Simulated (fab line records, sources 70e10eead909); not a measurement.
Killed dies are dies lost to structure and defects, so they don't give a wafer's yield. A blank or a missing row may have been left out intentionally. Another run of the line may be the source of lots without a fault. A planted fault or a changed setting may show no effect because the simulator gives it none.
Which tool was responsible? -- flow nand harc -- 66 wafers from 22 lots sampled at 6 of the route's 1159 steps

== WHAT EACH GAUGE READ, for each wafer ==
Not one reading of a measure or inspect step in the record can be checked against a usual standard deviation.

== TOOL THAT RAN EACH LOT (tool first, then ch and the chambers of the sampled wafers, then the start) ==
lot,NHARC_A_STAIRCASE_ETCH_221,NHARC_A_STAIRCASE_TRIM_224,NHARC_A_STAIRCASE_ETCH_236,NHARC_A_STAIRCASE_HM_OPEN_460,NHARC_A_STAIRCASE_ETCH_452,NHARC_A_STAIRCASE_HM_OPEN_463
L074,"rie diel-12 ch 1,2,3, no start","rie diel-12 ch 0,2,3, no start","rie diel-06 ch 0,2,3, no start","rie diel-12 ch 0,1, no start","rie diel-12 ch 0,2,3, no start","rie diel-12 ch 0,1,2, no start"
L075,"rie diel-06 ch 0,1,2, no start","rie diel-06 ch 0,1,2, no start","rie diel-06 ch 0,1,3, no start","rie diel-08 ch 1,3, no start","rie diel-08 ch 1,2,3, no start","rie diel-08 ch 0,1, no start"
L077,"rie diel-08 ch 1,2,3, no start","rie diel-08 ch 0,1,3, no start","rie diel-12 ch 0,1,2, no start","rie diel-06 ch 0,1,3, no start","rie diel-06 ch 0,1,2, no start","rie diel-12 ch 0,1,2, no start"
L078,"rie diel-06 ch 1,2,3, no start","rie diel-06 ch 0,1,3, no start","rie diel-06 ch 0,1,2, no start","rie diel-08 ch 0,2, no start","rie diel-08 ch 0,3, no start","rie diel-12 ch 1,2, no start"
L081,"rie diel-08 ch 0,1,2, no start","rie diel-08 ch 0,1,2, no start","rie diel-08 ch 0,1,2, no start","rie diel-12 ch 0,1,3, no start","rie diel-12 ch 2,3, no start","rie diel-08 ch 2,3, no start"
L080,"rie diel-06 ch 1,3, day 13 02:25 or earlier","rie diel-06 ch 0,1,3, day 13 02:25 or earlier","rie diel-06 ch 1,3, day 13 02:25 or earlier","rie diel-12 ch 0,2, day 13 02:25 or earlier","rie diel-08 ch 0,2,3, day 13 02:25","rie diel-06 ch 0,1, no start"
L079,"rie diel-12 ch 1,2, no start","rie diel-12 ch 1,2,3, no start","rie diel-08 ch 0,1, no start","rie diel-12 ch 0,1, no start","rie diel-12 ch 2,3, no start","rie diel-06 ch 0,1,3, no start"
L082,"rie diel-08 ch 0,2, no start","rie diel-08 ch 0,1, no start","rie diel-06 ch 0,2,3, no start","rie diel-06 ch 0,1, no start","rie diel-06 ch 0,1, no start","rie diel-06 ch 0,2, no start"
L083,"rie diel-08 ch 0,1, no start","rie diel-08 ch 0,3, no start","rie diel-06 ch 0,1,3, no start","rie diel-08 ch 1,2,3, no start","rie diel-08 ch 0,2,3, no start","rie diel-08 ch 2,3, no start"
L084,"rie diel-06 ch 2,3, no start","rie diel-06 ch 0,1,2, no start","rie diel-12 ch 0,2,3, no start","rie diel-12 ch 0,2,3, no start","rie diel-12 ch 2,3, no start","rie diel-12 ch 2,3, no start"
L086,"rie diel-06 ch 2,3, no start","rie diel-06 ch 0,1,2, no start","rie diel-06 ch 0,3, no start","rie diel-12 ch 0,1, no start","rie diel-12 ch 0,1, no start","rie diel-06 ch 0,1,2, no start"
L085,"rie diel-12 ch 1,2,3, no start","rie diel-12 ch 1,2, no start","rie diel-06 ch 1,3, no start","rie diel-08 ch 0,1,2, no start","rie diel-08 ch 1,3, no start","rie diel-06 ch 1,2,3, no start"
L088,"rie diel-08 ch 0,1,2, no start","rie diel-08 ch 0,1,3, no start","rie diel-06 ch 1,3, no start","rie diel-06 ch 0,1, no start","rie diel-06 ch 0,1,2, no start","rie diel-08 ch 1,3, no start"
L089,"rie diel-08 ch 1,2,3, no start","rie diel-08 ch 0,1,3, no start","rie diel-08 ch 0,1,3, no start","rie diel-12 ch 0,1,3, no start","rie diel-12 ch 0,2,3, no start","rie diel-12 ch 0,2,3, no start"
L090,"rie diel-12 ch 2,3, no start","rie diel-12 ch 1,2, no start","rie diel-12 ch 1,2, no start","rie diel-12 ch 0,2,3, no start","rie diel-12 ch 1,2, no start","rie diel-06 ch 0,1,2, no start"
L091,"rie diel-12 ch 0,1,3, no start","rie diel-12 ch 1,2, no start","rie diel-08 ch 0,1, no start","rie diel-12 ch 0,1,3, no start","rie diel-12 ch 2,3, no start","rie diel-12 ch 0,1,3, no start"
L093,"rie diel-06 ch 0,2,3, no start","rie diel-06 ch 0,1,3, no start","rie diel-06 ch 0,2,3, no start","rie diel-08 ch 0,3, no start","rie diel-08 ch 0,2,3, no start","rie diel-12 ch 2,3, no start"
L092,"rie diel-08 ch 0,2,3, no start","rie diel-08 ch 0,1, no start","rie diel-08 ch 0,2,3, no start","rie diel-08 ch 0,1,3, no start","rie diel-08 ch 2,3, no start","rie diel-08 ch 1,2,3, no start"
L094,"rie diel-06 ch 0,1,2, no start","rie diel-06 ch 0,1, no start","rie diel-06 ch 0,2,3, no start","rie diel-06 ch 0,1,3, no start","rie diel-06 ch 1,2,3, no start","rie diel-06 ch 0,1,2, no start"
L095,"rie diel-12 ch 0,1,3, no start","rie diel-12 ch 2,3, no start","rie diel-12 ch 0,1,2, no start","rie diel-06 ch 2,3, no start","rie diel-06 ch 1,3, no start","rie diel-12 ch 0,1,3, no start"
L096,"rie diel-06 ch 0,1,2, no start","rie diel-06 ch 0,1,3, no start","rie diel-06 ch 0,1,3, no start","rie diel-12 ch 2,3, no start","rie diel-12 ch 0,1,2, no start","rie diel-06 ch 0,2,3, no start"
L097,"rie diel-08 ch 1,2,3, no start","rie diel-08 ch 0,1,2, no start","rie diel-08 ch 1,2,3, no start","rie diel-08 ch 1,2,3, no start","rie diel-08 ch 0,1,2, no start","rie diel-08 ch 0,1,2, no start"
- NHARC_A_STAIRCASE_ETCH_221: etches the open film in C4F8/O2, target depth 100 nm, time 40.5 s.
- NHARC_A_STAIRCASE_TRIM_224: chemistry O2, time 211.2 s.
- NHARC_A_STAIRCASE_ETCH_236: etches the open film in C4F8/O2, target depth 100 nm, time 40.5 s.
- NHARC_A_STAIRCASE_HM_OPEN_460: chemistry O2/COS.
- NHARC_A_STAIRCASE_ETCH_452: etches the open film in CF4/O2, target depth 30 nm, overetch 3 nm, time 16.5 s.
- NHARC_A_STAIRCASE_HM_OPEN_463: chemistry O2/COS.

== WHAT THE TOOLS THEMSELVES READ (means of the sampled wafers that have a number; where no wafer has one, the mark that the record gives instead) ==
NHARC_A_STAIRCASE_ETCH_221.
lot,tool,oes product au (a.u.),rf vpp V (V)
L074,rie diel-12,0.957,894
L075,rie diel-06,0.929,896
L077,rie diel-08,0.956,891
L078,rie diel-06,0.940,899
L081,rie diel-08,0.958,895
L080,rie diel-06,0.937,898
L079,rie diel-12,0.956,892
L082,rie diel-08,0.947,891
L083,rie diel-08,0.932,900
L084,rie diel-06,0.930,904
L086,rie diel-06,0.952,904
L085,rie diel-12,0.942,894
L088,rie diel-08,0.933,893
L089,rie diel-08,0.942,891
L090,rie diel-12,0.953,892
L091,rie diel-12,0.937,898
L093,rie diel-06,0.954,901
L092,rie diel-08,0.949,892
L094,rie diel-06,0.949,895
L095,rie diel-12,0.930,898
L096,rie diel-06,0.941,896
L097,rie diel-08,0.934,889

NHARC_A_STAIRCASE_TRIM_224.
lot,tool,drypump motor current A (A),oes product au (a.u.),rf vpp V (V),showerhead plenum p Torr (Torr),throttle valve pct (%)
L074,rie diel-12,5.7,1.006,57.8,3.55,17.035
L075,rie diel-06,5.9,0.990,57.8,3.53,17.036
L077,rie diel-08,5.6,1.001,58.0,3.51,17.042
L078,rie diel-06,5.8,0.999,57.1,3.55,17.038
L081,rie diel-08,5.8,1.012,57.4,3.49,17.031
L080,rie diel-06,5.8,1.008,57.8,3.55,17.027
L079,rie diel-12,5.6,1.001,58.3,3.46,17.044
L082,rie diel-08,5.9,1.000,58.0,3.56,17.048
L083,rie diel-08,5.3,1.008,56.9,3.44,17.043
L084,rie diel-06,5.9,1.001,58.5,3.52,17.038
L086,rie diel-06,5.9,0.991,57.0,3.52,17.034
L085,rie diel-12,5.7,1.000,58.1,3.44,17.036
L088,rie diel-08,5.6,0.994,57.5,3.50,17.040
L089,rie diel-08,5.6,1.006,57.4,3.50,17.038
L090,rie diel-12,5.5,1.004,56.9,3.40,17.025
L091,rie diel-12,5.7,1.006,57.2,3.44,17.033
L093,rie diel-06,5.8,0.993,58.3,3.54,17.045
L092,rie diel-08,5.9,1.002,57.6,3.60,17.041
L094,rie diel-06,5.9,1.001,57.9,3.47,17.047
L095,rie diel-12,5.4,1.002,57.7,3.41,17.036
L096,rie diel-06,5.9,0.994,57.1,3.53,17.033
L097,rie diel-08,5.8,0.996,57.3,3.48,17.042

NHARC_A_STAIRCASE_ETCH_236.
lot,tool,oes product au (a.u.),rf vpp V (V)
L074,rie diel-06,0.941,901
L075,rie diel-06,0.942,897
L077,rie diel-12,0.941,896
L078,rie diel-06,0.948,896
L081,rie diel-08,0.957,895
L080,rie diel-06,0.945,893
L079,rie diel-08,0.945,898
L082,rie diel-06,0.942,902
L083,rie diel-06,0.945,896
L084,rie diel-12,0.935,896
L086,rie diel-06,0.944,903
L085,rie diel-06,0.951,892
L088,rie diel-06,0.950,893
L089,rie diel-08,0.947,895
L090,rie diel-12,0.933,891
L091,rie diel-08,0.928,898
L093,rie diel-06,0.956,902
L092,rie diel-08,0.946,893
L094,rie diel-06,0.943,900
L095,rie diel-12,0.946,895
L096,rie diel-06,0.935,896
L097,rie diel-08,0.952,890

NHARC_A_STAIRCASE_HM_OPEN_460.
lot,tool,drypump motor current A (A),oes product au (a.u.),rf vpp V (V),showerhead plenum p Torr (Torr),throttle valve pct (%)
L074,rie diel-12,6.0,1.003,467.7,3.15,28.343
L075,rie diel-08,5.2,0.999,465.4,3.01,28.330
L077,rie diel-06,5.8,0.992,466.7,3.15,28.325
L078,rie diel-08,5.8,1.002,464.7,3.03,28.327
L081,rie diel-12,5.9,1.011,468.6,3.16,28.337
L080,rie diel-12,5.4,1.000,466.3,3.08,28.322
L079,rie diel-12,6.0,1.004,467.4,3.14,28.337
L082,rie diel-06,6.1,0.995,464.3,3.00,28.324
L083,rie diel-08,5.5,1.004,464.3,3.00,28.326
L084,rie diel-12,5.6,1.002,466.9,3.12,28.338
L086,rie diel-12,6.0,1.001,467.6,3.14,28.336
L085,rie diel-08,5.8,1.006,465.9,3.08,28.339
L088,rie diel-06,6.1,1.002,463.7,3.00,28.332
L089,rie diel-12,5.9,0.999,467.8,3.15,28.335
L090,rie diel-12,5.7,1.006,466.3,3.12,28.326
L091,rie diel-12,5.9,1.005,468.8,3.15,28.329
L093,rie diel-08,5.6,0.996,468.0,3.13,28.324
L092,rie diel-08,5.6,1.000,465.5,3.09,28.334
L094,rie diel-06,5.8,0.992,467.6,3.13,28.333
L095,rie diel-06,5.7,1.003,470.7,3.28,28.337
L096,rie diel-12,5.3,0.999,464.6,3.02,28.334
L097,rie diel-08,5.5,1.005,464.1,2.98,28.326

NHARC_A_STAIRCASE_ETCH_452.
lot,tool,drypump motor current A (A),oes_o_777_au (a.u.),oes product au (a.u.),rf vpp V (V),showerhead plenum p Torr (Torr),throttle valve pct (%)
L074,rie diel-12,5.6,1.003,1.008,198.0,1.34,13.390
L075,rie diel-08,5.5,1.005,1.003,197.1,1.28,13.394
L077,rie diel-06,5.9,0.999,0.995,198.2,1.33,13.405
L078,rie diel-08,5.3,0.995,1.011,195.8,1.30,13.401
L081,rie diel-12,5.3,1.005,1.000,197.1,1.30,13.394
L080,rie diel-08,5.5,0.997,1.007,196.7,1.30,13.396
L079,rie diel-12,5.3,1.000,1.001,197.5,1.30,13.392
L082,rie diel-06,6.1,1.000,0.992,196.5,1.28,13.388
L083,rie diel-08,5.5,1.003,1.002,196.9,1.30,13.397
L084,rie diel-12,5.5,1.001,0.995,196.6,1.31,13.408
L086,rie diel-12,6.1,0.999,1.001,198.9,1.37,13.390
L085,rie diel-08,5.4,0.999,0.996,197.1,1.31,13.392
L088,rie diel-06,5.9,1.001,1.003,197.5,1.33,13.400
L089,rie diel-12,5.7,0.999,1.000,197.3,1.33,13.395
L090,rie diel-12,5.4,1.000,1.000,197.2,1.28,13.394
L091,rie diel-12,5.4,0.999,0.994,196.6,1.29,13.397
L093,rie diel-08,5.5,1.006,0.998,196.7,1.29,13.401
L092,rie diel-08,5.1,0.997,1.004,197.2,1.25,13.398
L094,rie diel-06,5.9,0.999,0.999,198.3,1.35,13.399
L095,rie diel-06,5.8,1.000,0.992,199.1,1.36,13.403
L096,rie diel-12,5.7,0.997,1.001,197.3,1.32,13.403
L097,rie diel-08,5.8,1.000,1.008,197.9,1.31,13.398

NHARC_A_STAIRCASE_HM_OPEN_463.
lot,tool,drypump motor current A (A),oes product au (a.u.),rf vpp V (V),showerhead plenum p Torr (Torr),throttle valve pct (%)
L074,rie diel-12,5.8,1.002,466,3.12,28.319
L075,rie diel-08,5.9,0.992,468,3.16,28.330
L077,rie diel-12,5.8,0.997,467,3.11,28.333
L078,rie diel-12,5.5,0.996,464,3.02,28.336
L081,rie diel-08,5.4,1.018,464,2.94,28.336
L080,rie diel-06,6.2,0.995,464,3.00,28.322
L079,rie diel-06,5.9,1.000,468,3.14,28.328
L082,rie diel-06,5.7,0.993,469,3.23,28.332
L083,rie diel-08,5.4,1.004,464,2.93,28.330
L084,rie diel-12,5.5,1.012,466,3.07,28.330
L086,rie diel-06,6.0,1.001,467,3.12,28.325
L085,rie diel-06,5.9,0.994,468,3.17,28.326
L088,rie diel-08,5.2,1.002,464,3.00,28.324
L089,rie diel-12,5.7,0.997,467,3.12,28.328
L090,rie diel-06,5.9,0.987,467,3.11,28.328
L091,rie diel-12,6.0,1.004,467,3.15,28.338
L093,rie diel-12,5.4,1.003,465,3.02,28.326
L092,rie diel-08,5.5,1.011,465,2.98,28.329
L094,rie diel-06,5.9,0.990,467,3.11,28.324
L095,rie diel-12,5.9,0.999,468,3.14,28.326
L096,rie diel-06,5.7,0.995,470,3.24,28.326
L097,rie diel-08,5.8,1.010,466,3.07,28.334

== THE ANSWER, worked out from the rows above alone ==
Rule: the lots themselves supply what counts as usual. The widest of any qualifying gaps counts: lots, ordered by their means at a reading, are off when they make up no more than a third of the lots, leave a main group of 4 or more, and stand apart from it by 3 or more times the standard deviation of that group's means. If all means in a main group match to the digits the tables above print for the reading, that group is not used. A lot without any number at a reading at which 4 lots or more have one is off too. Where the step has rows for the other lots, those lots are counted as sound. First the gauges in route order, then the tools' own readings, where a lot's mean is used as printed above. The first step at which some lot is off is used, and at that step the reading that is off furthest; a lot without a number counts as furthest.
Across all readings shown, no lot is off: no conclusion can be drawn from this.

== WHAT THE SIMULATOR PUT IN ==
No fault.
